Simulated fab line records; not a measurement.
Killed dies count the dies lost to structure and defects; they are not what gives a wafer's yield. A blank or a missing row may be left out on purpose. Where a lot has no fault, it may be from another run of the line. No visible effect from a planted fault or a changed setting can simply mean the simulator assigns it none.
fab line records :: flow nandHarc
record:
  lots: 5
  wafers: 15
  lastDay: 32
route steps=1302 shown P_ZERO_WELL@44 END@1302
lots with no fault: from the same line, run without faults
startH: hours from the record's first day to the start of the lot's first wafer shown :: waitH: hours from the lot's prior step to this one :: " identical to the entry in the row above :: L1.1+2: a single row standing in for several wafers :: - no value, or no start was given :: * or withheld: withheld :: < > ~ a bound
route shown NAME@n: NAME is a module with steps in the file, n the number in the route of the first one :: usual: the fault-free wafers' mean and standard deviation :: same: alike in all rows :: chamber/n: place in a boat :: sites: the reading at each site :: _std_site: the standard deviation of these :: _edge_site: inner sites' mean taken away from outer sites' mean :: radiusMm: how far each site lies from the wafer's centre :: mask NAME#n: copy n :: behind: the most recent tool/chamber to have shaped the wafer :: hold: reason for holding the lot/hours on hold/outcome of the hold :: device: names the non-switching transistor (n, p or np) :: end of line: tests run on the same wafers once the route is complete :: for a step that has no rows: nothing shown but its recipe :: killed: count of dies lost to structure and defects at first sort (not the wafer's yield) :: map: per-die view of a wafer (x killed, . not killed, _ where there is no die)
set.NAME: the setting as run; set.NAME@STEP: as run at that earlier step :: model.NAME: the simulator's own value behind a step, which no gauge read
lots at selected steps of the route; one table per step, one row per wafer
services: when a tool's chamber went out of use (startH, in hours from the record's first day, below 0 if earlier), for how many hours, and the reason
== steps ==
step: NHARC_P_ZERO_WELL_CD_MEAS_37
recipe:
  targetCdNm: 720
  landingEnergyEv: 500
usual:
  cdNm: 720.1/2.2
lot.wafer: L366.1
tool: cdSem-03
chamber: 0
startH: 54.12
waitH: -
cdNm: 719.8

lot.wafer: L366.2
tool: cdSem-03
chamber: 0
startH: 54.12
waitH: -
cdNm: 718.4

lot.wafer: L366.5
tool: cdSem-03
chamber: 0
startH: 54.12
waitH: -
cdNm: 722.9

lot.wafer: L370.1
tool: cdSem-03
chamber: 0
startH: 94.22
waitH: -
cdNm: 720.3

lot.wafer: L370.3
tool: cdSem-03
chamber: 0
startH: 94.22
waitH: -
cdNm: 721.5

lot.wafer: L370.5
tool: cdSem-03
chamber: 0
startH: 94.22
waitH: -
cdNm: 719.2

lot.wafer: L376.1
tool: cdSem-02
chamber: 0
startH: 159.71
waitH: -
cdNm: 717.7

lot.wafer: L376.2
tool: cdSem-02
chamber: 0
startH: 159.71
waitH: -
cdNm: 720.2

lot.wafer: L376.5
tool: cdSem-02
chamber: 0
startH: 159.71
waitH: -
cdNm: 719.2

lot.wafer: L380.1
tool: cdSem-02
chamber: 0
startH: 194.25
waitH: -
cdNm: 720.4

lot.wafer: L380.4
tool: cdSem-02
chamber: 0
startH: 194.25
waitH: -
cdNm: 717.8

lot.wafer: L380.5
tool: cdSem-02
chamber: 0
startH: 194.25
waitH: -
cdNm: 718.4

lot.wafer: L381.1
tool: cdSem-01
chamber: 0
startH: 204.29
waitH: -
cdNm: 722.3

lot.wafer: L381.2
tool: cdSem-01
chamber: 0
startH: 204.29
waitH: -
cdNm: 722.7

lot.wafer: L381.3
tool: cdSem-01
chamber: 0
startH: 204.29
waitH: -
cdNm: 723.3
step: NHARC_P_ZERO_WELL_HARDBAKE_38
recipe:
  tempC: 125
  timeS: 80
step: NHARC_P_ZERO_WELL_DESCUM_39
recipe:
  timeS: 3
  o2FlowSccm: 200
  arFlowSccm: 0
  biasPowerW: 0
  chemistry: O2
usual:
  drypumpMotorCurrentA: 5.8/0.39
  oesProductAu: 1.003/0.0093
  rfVppV: 57.9/0.98
  showerheadPlenumPTorr: 1.93/0.088
  throttleValvePct: 11.312/0.0087
lot.wafer: L366.2
tool: rieDiel-09
chamber: 3
startH: 54.28
waitH: -
drypumpMotorCurrentA: 4.9
oesProductAu: 1.007
rfHoursCounterH: 24
rfVppV: 57.5
showerheadPlenumPTorr: 1.87
throttleValvePct: 11.310

lot.wafer: L366.1
tool: rieDiel-09
chamber: 1
startH: 54.28
waitH: -
drypumpMotorCurrentA: 5.5
oesProductAu: 1.002
rfHoursCounterH: 28
rfVppV: 58.5
showerheadPlenumPTorr: 1.97
throttleValvePct: 11.315

lot.wafer: L366.5
tool: rieDiel-09
chamber: 0
startH: 54.28
waitH: -
drypumpMotorCurrentA: 6.2
oesProductAu: 1.011
rfHoursCounterH: -
rfVppV: 58.7
showerheadPlenumPTorr: 1.77
throttleValvePct: 11.307

lot.wafer: L370.1
tool: rieDiel-13
chamber: 0
startH: 94.39
waitH: -
drypumpMotorCurrentA: 5.9
oesProductAu: 0.992
rfHoursCounterH: 30
rfVppV: 58.4
showerheadPlenumPTorr: 2.01
throttleValvePct: 11.315

lot.wafer: L370.3
tool: rieDiel-13
chamber: 1
startH: 94.39
waitH: -
drypumpMotorCurrentA: 5.9
oesProductAu: 0.989
rfHoursCounterH: 31
rfVppV: 56.9
showerheadPlenumPTorr: 1.99
throttleValvePct: 11.319

lot.wafer: L370.5
tool: rieDiel-13
chamber: 3
startH: 94.39
waitH: -
drypumpMotorCurrentA: 5.9
oesProductAu: 1.008
rfHoursCounterH: -
rfVppV: 55.3
showerheadPlenumPTorr: 1.96
throttleValvePct: 11.311

lot.wafer: L376.2
tool: rieDiel-09
chamber: 2
startH: 159.87
waitH: -
drypumpMotorCurrentA: 6.3
oesProductAu: 1.005
rfHoursCounterH: 2
rfVppV: 57.2
showerheadPlenumPTorr: 2.02
throttleValvePct: 11.316

lot.wafer: L376.1
tool: rieDiel-09
chamber: 1
startH: 159.87
waitH: -
drypumpMotorCurrentA: 5.5
oesProductAu: 1.023
rfHoursCounterH: 3
rfVppV: 57.6
showerheadPlenumPTorr: 1.96
throttleValvePct: 11.307

lot.wafer: L376.5
tool: rieDiel-09
chamber: 3
startH: 159.87
waitH: -
drypumpMotorCurrentA: 5.0
oesProductAu: 1.016
rfHoursCounterH: -
rfVppV: 57.8
showerheadPlenumPTorr: 1.86
throttleValvePct: 11.313

lot.wafer: L380.1
tool: rieDiel-02
chamber: 2
startH: 194.45
waitH: -
drypumpMotorCurrentA: 5.6
oesProductAu: 1.011
rfHoursCounterH: 50
rfVppV: 58.5
showerheadPlenumPTorr: 1.78
throttleValvePct: 11.287

lot.wafer: L380.4
tool: rieDiel-02
chamber: 1
startH: 194.45
waitH: -
drypumpMotorCurrentA: 5.1
oesProductAu: 1.003
rfHoursCounterH: -
rfVppV: 56.1
showerheadPlenumPTorr: 2.01
throttleValvePct: 11.313

lot.wafer: L380.5
tool: rieDiel-02
chamber: 2
startH: 194.45
waitH: -
drypumpMotorCurrentA: 5.6
oesProductAu: 1.013
rfHoursCounterH: -
rfVppV: 57.4
showerheadPlenumPTorr: 1.78
throttleValvePct: 11.316

lot.wafer: L381.1
tool: rieDiel-02
chamber: 1
startH: 204.45
waitH: -
drypumpMotorCurrentA: 5.1
oesProductAu: 0.994
rfHoursCounterH: 57
rfVppV: 58.0
showerheadPlenumPTorr: 2.01
throttleValvePct: 11.319

lot.wafer: L381.3
tool: rieDiel-02
chamber: 3
startH: 204.45
waitH: -
drypumpMotorCurrentA: 5.7
oesProductAu: 0.995
rfHoursCounterH: 52
rfVppV: 57.1
showerheadPlenumPTorr: 1.95
throttleValvePct: 11.324

lot.wafer: L381.2
tool: rieDiel-02
chamber: 0
startH: 204.45
waitH: -
drypumpMotorCurrentA: 6.3
oesProductAu: 0.998
rfHoursCounterH: 54
rfVppV: 56.7
showerheadPlenumPTorr: 1.83
throttleValvePct: 11.304
step: NHARC_P_ZERO_WELL_IMPLANT_40
recipe:
  energyKev: 300
  doseCm2: 1e+13
  tiltDeg: 7
step: NHARC_P_ZERO_WELL_IMPLANT_59
recipe:
  energyKev: 120
  doseCm2: 5e+12
  tiltDeg: 7
step: NHARC_P_ZERO_WELL_IMPLANT_60
recipe:
  energyKev: 30
  doseCm2: 2e+12
  tiltDeg: 7
step: NHARC_P_ZERO_WELL_STRIP_41
recipe:
  timeS: 840
  tempC: 130
  chemistry: SPM
step: NHARC_P_ZERO_WELL_DEHYDRATE_44
recipe:
  tempC: 150
  timeS: 120
step: NHARC_P_ZERO_WELL_HMDS_45
recipe:
  timeS: 30
step: NHARC_P_ZERO_WELL_COAT_46
recipe:
  spinRpm: withheld
step: NHARC_P_ZERO_WELL_SOFTBAKE_47
recipe:
  tempC: 122
  timeS: 95
step: NHARC_P_ZERO_WELL_EBR_48
step: NHARC_P_ZERO_WELL_EXPOSE_49
recipe:
  na: 0.6
  targetCdNm: 2000
  doseMj: 22.64
  maskId: P_HVPW
usual:
  exposureDoseMJCm2: 22.643/0.019
lot.wafer: L366.1
tool: krfScanner-01
chamber: 0
startH: 55.59
waitH: -
mask: P_HVPW#0
exposureDoseMJCm2: 22.647

lot.wafer: L366.2
tool: krfScanner-01
chamber: 0
startH: 55.59
waitH: -
mask: P_HVPW#0
exposureDoseMJCm2: 22.654

lot.wafer: L366.5
tool: krfScanner-01
chamber: 0
startH: 55.59
waitH: -
mask: P_HVPW#0
exposureDoseMJCm2: 22.639

lot.wafer: L370.1
tool: krfScanner-03
chamber: 0
startH: 95.57
waitH: -
mask: P_NWELL#0
exposureDoseMJCm2: 22.628

lot.wafer: L370.3
tool: krfScanner-03
chamber: 0
startH: 95.57
waitH: -
mask: P_NWELL#0
exposureDoseMJCm2: 22.646

lot.wafer: L370.5
tool: krfScanner-03
chamber: 0
startH: 95.57
waitH: -
mask: P_NWELL#0
exposureDoseMJCm2: 22.609

lot.wafer: L376.1
tool: krfScanner-03
chamber: 0
startH: 161.19
waitH: -
mask: P_HVPW#0
exposureDoseMJCm2: 22.694

lot.wafer: L376.2
tool: krfScanner-03
chamber: 0
startH: 161.19
waitH: -
mask: P_HVPW#0
exposureDoseMJCm2: 22.672

lot.wafer: L376.5
tool: krfScanner-03
chamber: 0
startH: 161.19
waitH: -
mask: P_HVPW#0
exposureDoseMJCm2: 22.647

lot.wafer: L380.1
tool: krfScanner-04
chamber: 0
startH: 195.75
waitH: -
mask: P_HVPW#0
exposureDoseMJCm2: 22.649

lot.wafer: L380.4
tool: krfScanner-04
chamber: 0
startH: 195.75
waitH: -
mask: P_HVPW#0
exposureDoseMJCm2: 22.653

lot.wafer: L380.5
tool: krfScanner-04
chamber: 0
startH: 195.75
waitH: -
mask: P_HVPW#0
exposureDoseMJCm2: 22.694

lot.wafer: L381.1
tool: krfScanner-01
chamber: 0
startH: 205.82
waitH: -
mask: P_HVPW#0
exposureDoseMJCm2: 22.623

lot.wafer: L381.2
tool: krfScanner-01
chamber: 0
startH: 205.82
waitH: -
mask: P_HVPW#0
exposureDoseMJCm2: 22.669

lot.wafer: L381.3
tool: krfScanner-01
chamber: 0
startH: 205.82
waitH: -
mask: P_HVPW#0
exposureDoseMJCm2: 22.617
step: NHARC_P_ZERO_WELL_PEB_50
recipe:
  pebTempC: 118
  pebTimeS: 85
step: NHARC_P_ZERO_WELL_DEVELOP_51
recipe:
  timeS: 70
step: NHARC_P_ZERO_WELL_CD_MEAS_52
recipe:
  targetCdNm: 2000
  landingEnergyEv: 500
usual:
  cdNm: 1999.3/1.6
lot.wafer: L366.1
tool: cdSem-02
chamber: 0
startH: 55.75
waitH: -
cdNm: 1999.8

lot.wafer: L366.2
tool: cdSem-02
chamber: 0
startH: 55.75
waitH: -
cdNm: 1999.9

lot.wafer: L366.5
tool: cdSem-02
chamber: 0
startH: 55.75
waitH: -
cdNm: 2000.1

lot.wafer: L370.1
tool: cdSem-03
chamber: 0
startH: 95.72
waitH: -
cdNm: -

lot.wafer: L370.3
tool: cdSem-03
chamber: 0
startH: 95.72
waitH: -
cdNm: -

lot.wafer: L370.5
tool: cdSem-03
chamber: 0
startH: 95.72
waitH: -
cdNm: -

lot.wafer: L376.1
tool: cdSem-01
chamber: 0
startH: 161.35
waitH: -
cdNm: 1998.4

lot.wafer: L376.2
tool: cdSem-01
chamber: 0
startH: 161.35
waitH: -
cdNm: 1996.4

lot.wafer: L376.5
tool: cdSem-01
chamber: 0
startH: 161.35
waitH: -
cdNm: 2000.0

lot.wafer: L380.1
tool: cdSem-01
chamber: 0
startH: 195.91
waitH: -
cdNm: 1998.9

lot.wafer: L380.4
tool: cdSem-01
chamber: 0
startH: 195.91
waitH: -
cdNm: 2002.4

lot.wafer: L380.5
tool: cdSem-01
chamber: 0
startH: 195.91
waitH: -
cdNm: 2000.1

lot.wafer: L381.1
tool: cdSem-01
chamber: 0
startH: 205.98
waitH: -
cdNm: 1997.9

lot.wafer: L381.2
tool: cdSem-01
chamber: 0
startH: 205.98
waitH: -
cdNm: 1999.8

lot.wafer: L381.3
tool: cdSem-01
chamber: 0
startH: 205.98
waitH: -
cdNm: 2002.0
step: NHARC_P_ZERO_WELL_HARDBAKE_53
recipe:
  tempC: 125
  timeS: 80
step: NHARC_END_SORT_01
recipe:
  tempC: 25
usual:
  killedAtArray: 58/18
  killedAtOther: 1.0/1.5
  killedAtPeriphery: 4/3.1
  killedDies: 64/18
  killedOpen: 3.4/1.9
  killedShort: 2.7/1.7
same:
  grossDies: 677
lot.wafer: L370.1
tool: prober-02
chamber: 0
startH: 637.03
waitH: 2.5
killedAtArray: 55
killedAtOther: 1
killedAtPeriphery: 621
killedDies: 677
killedOpen: 1
killedShort: 4

lot.wafer: L370.3
tool: prober-02
chamber: 0
startH: 638.62
waitH: 3.1
killedAtArray: 56
killedAtOther: 0
killedAtPeriphery: 621
killedDies: 677
killedOpen: 7
killedShort: 1

lot.wafer: L370.5
tool: prober-02
chamber: 0
startH: 640.21
waitH: 3.7
killedAtArray: 60
killedAtOther: 0
killedAtPeriphery: 617
killedDies: 677
killedOpen: 7
killedShort: 3
killed by level:class
L370.1 P_ZERO_WELL:areaExpose=620 A_CHANNEL_HOLE_D1:chamberFilmFlake=34 A_CHANNEL_HOLE_D2:chamberFilmFlake=11 A_ONON_D2:geometricParticle:short=2 A_STAIRCASE:chamberFilmFlake=2 P_CONTACT:geometricParticle:short=1 A_CHANNEL_FILL_D1:geometricParticle:open=1 A_WL_FILL:geometricParticle:short=1
L370.3 P_ZERO_WELL:areaExpose=621 A_CHANNEL_HOLE_D1:chamberFilmFlake=34 A_CHANNEL_HOLE_D2:chamberFilmFlake=9 A_ONON_D2:geometricParticle:open=3 A_WL_FILL:chamberFilmFlake=2 A_SOURCE_PLATE:geometricParticle:open=1 A_CHANNEL_HOLE_D1:geometricParticle:open=1 A_CHANNEL_FILL_D1:geometricParticle:open=1
L370.5 P_ZERO_WELL:areaExpose=616 A_CHANNEL_HOLE_D1:chamberFilmFlake=28 A_CHANNEL_HOLE_D2:chamberFilmFlake=14 A_CONTACT:geometricParticle:open=2 A_M0:geometricParticle:open=2 A_ZERO_WELL:chamberFilmFlake=2 A_CONTACT:chamberFilmFlake=2 A_ONON_D1:geometricParticle:open=1
map L370.1 (x killed, . not)
____________x____________
_________xxxxxxx_________
_______xxxxxxxxxxx_______
______xxxxxxxxxxxxx______
_____xxxxxxxxxxxxxxx_____
____xxxxxxxxxxxxxxxxx____
____xxxxxxxxxxxxxxxxx____
___xxxxxxxxxxxxxxxxxxx___
___xxxxxxxxxxxxxxxxxxx___
__xxxxxxxxxxxxxxxxxxxxx__
__xxxxxxxxxxxxxxxxxxxxx__
_xxxxxxxxxxxxxxxxxxxxxxx_
_xxxxxxxxxxxxxxxxxxxxxxx_
_xxxxxxxxxxxxxxxxxxxxxxx_
_xxxxxxxxxxxxxxxxxxxxxxx_
_xxxxxxxxxxxxxxxxxxxxxxx_
xxxxxxxxxxxxxxxxxxxxxxxxx
xxxxxxxxxxxxxxxxxxxxxxxxx
xxxxxxxxxxxxxxxxxxxxxxxxx
xxxxxxxxxxxxxxxxxxxxxxxxx
xxxxxxxxxxxxxxxxxxxxxxxxx
_xxxxxxxxxxxxxxxxxxxxxxx_
_xxxxxxxxxxxxxxxxxxxxxxx_
_xxxxxxxxxxxxxxxxxxxxxxx_
_xxxxxxxxxxxxxxxxxxxxxxx_
_xxxxxxxxxxxxxxxxxxxxxxx_
__xxxxxxxxxxxxxxxxxxxxx__
__xxxxxxxxxxxxxxxxxxxxx__
___xxxxxxxxxxxxxxxxxxx___
___xxxxxxxxxxxxxxxxxxx___
____xxxxxxxxxxxxxxxxx____
____xxxxxxxxxxxxxxxxx____
_____xxxxxxxxxxxxxxx_____
______xxxxxxxxxxxxx______
_______xxxxxxxxxxx_______
_________xxxxxxx_________
____________x____________
map L376.5 (x killed, . not)
____________.____________
_________......._________
_______.....x....._______
______.............______
_____..............._____
____.................____
____......x..........____
___...................___
___...................___
__..........x..........__
__........x............__
_x...x.................._
_.x.................x..._
_......................._
_.....x................._
_x...........x.........._
.........................
..........x..............
..........xx...x.x.......
......x...x.x............
..........xxxx...........
_.........xxx.xxx......._
_.........xxxxx........._
_x.x..x...xxx.x.x......._
_.......xxxxx..x........_
_......x.xx.xxxx........_
__.....xxxxxxx.........__
__.....xxxx..........x.__
___.....xxx...........___
___...xxxxx...........___
____..xx.xx..........____
____....xx.x.x.......____
_____...x..........._____
______.x.x.........______
_______.x........._______
_________......._________
____________.____________
== services ==
tool: rieDiel-13
chamber: 0
startH: 37.61
hours: 6.7
kind: repair

tool: krfScanner-04
chamber: -
startH: 38.48
hours: 2.3
kind: repair

tool: rieDiel-02
chamber: -
startH: 39.83
hours: 9.0
kind: pm

tool: rieDiel-02
chamber: 0
startH: 39.83
hours: 9.0
kind: ventCycle

tool: rieDiel-02
chamber: 1
startH: 39.83
hours: 9.0
kind: ventCycle

tool: rieDiel-02
chamber: 2
startH: 39.83
hours: 9.0
kind: ventCycle

tool: rieDiel-02
chamber: 3
startH: 39.83
hours: 9.0
kind: ventCycle

tool: rieDiel-02
chamber: 0
startH: 48.83
hours: -
kind: clean

tool: krfScanner-03
chamber: -
startH: 52.00
hours: 4.0
kind: pm

tool: rieDiel-02
chamber: 0
startH: 56.56
hours: 6.6
kind: repair

tool: rieDiel-09
chamber: 0
startH: 58.54
hours: 12.4
kind: repair

tool: krfScanner-03
chamber: -
startH: 65.25
hours: 1.1
kind: repair

tool: rieDiel-02
chamber: 2
startH: 80.54
hours: 1.2
kind: repair

tool: rieDiel-09
chamber: -
startH: 82.48
hours: 0.4
kind: repair

tool: rieDiel-09
chamber: 3
startH: 115.86
hours: 2.5
kind: repair

tool: rieDiel-13
chamber: 0
startH: 130.13
hours: 4.5
kind: repair

tool: krfScanner-01
chamber: -
startH: 140.01
hours: 4.0
kind: pm

tool: rieDiel-09
chamber: -
startH: 143.44
hours: 9.0
kind: pm

tool: rieDiel-13
chamber: -
startH: 165.00
hours: 9.0
kind: pm

tool: krfScanner-04
chamber: -
startH: 167.78
hours: 2.4
kind: repair

tool: rieDiel-02
chamber: 1
startH: 178.38
hours: 1.9
kind: repair

tool: krfScanner-04
chamber: -
startH: 182.00
hours: 4.0
kind: pm

tool: rieDiel-09
chamber: 3
startH: 184.09
hours: 7.9
kind: repair

tool: rieDiel-02
chamber: 3
startH: 190.03
hours: 5.8
kind: repair
== key ==
firstSign:
  step: NHARC_P_ZERO_WELL_EXPOSE_49
  reading: mask
  direction: changed
effect:
  step: NHARC_P_ZERO_WELL_CD_MEAS_52
  reading: cdNm
  direction: missing
effect:
  step: NHARC_END_SORT_01
  reading: killedAtPeriphery
  direction: up
  sigmas: 99+
  usual: 4
  struck: 620
moreKillsBornAt:
  NHARC_P_ZERO_WELL_EXPOSE_49@krfScanner-03: 1857
metAt NHARC_P_ZERO_WELL_EXPOSE_49
struckWafers L370.1,L370.3,L370.5
laterRowsLeftOut L370.1,L370.3,L370.5
testerLeftOut L370
fault:
  kind: wrongMask
  tool: any
  chamber: -
  onsetH: 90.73
  steps: NHARC_P_ZERO_WELL_EXPOSE_49
  auxCopy: P_NWELL#0
  scope: struckLotsOnly
testerLeftOut: of these lots the tester's yield and bins aren't shown, on N5 and GAA mostly nor the transistor test; their killed dies are dies lost to structure and defects alone, not to doping, threshold or leakage, so they don't give the yield
laterRowsLeftOut: the simulator's readings of these wafers behind a module that went badly wrong aren't trusted and aren't shown, but for the sort
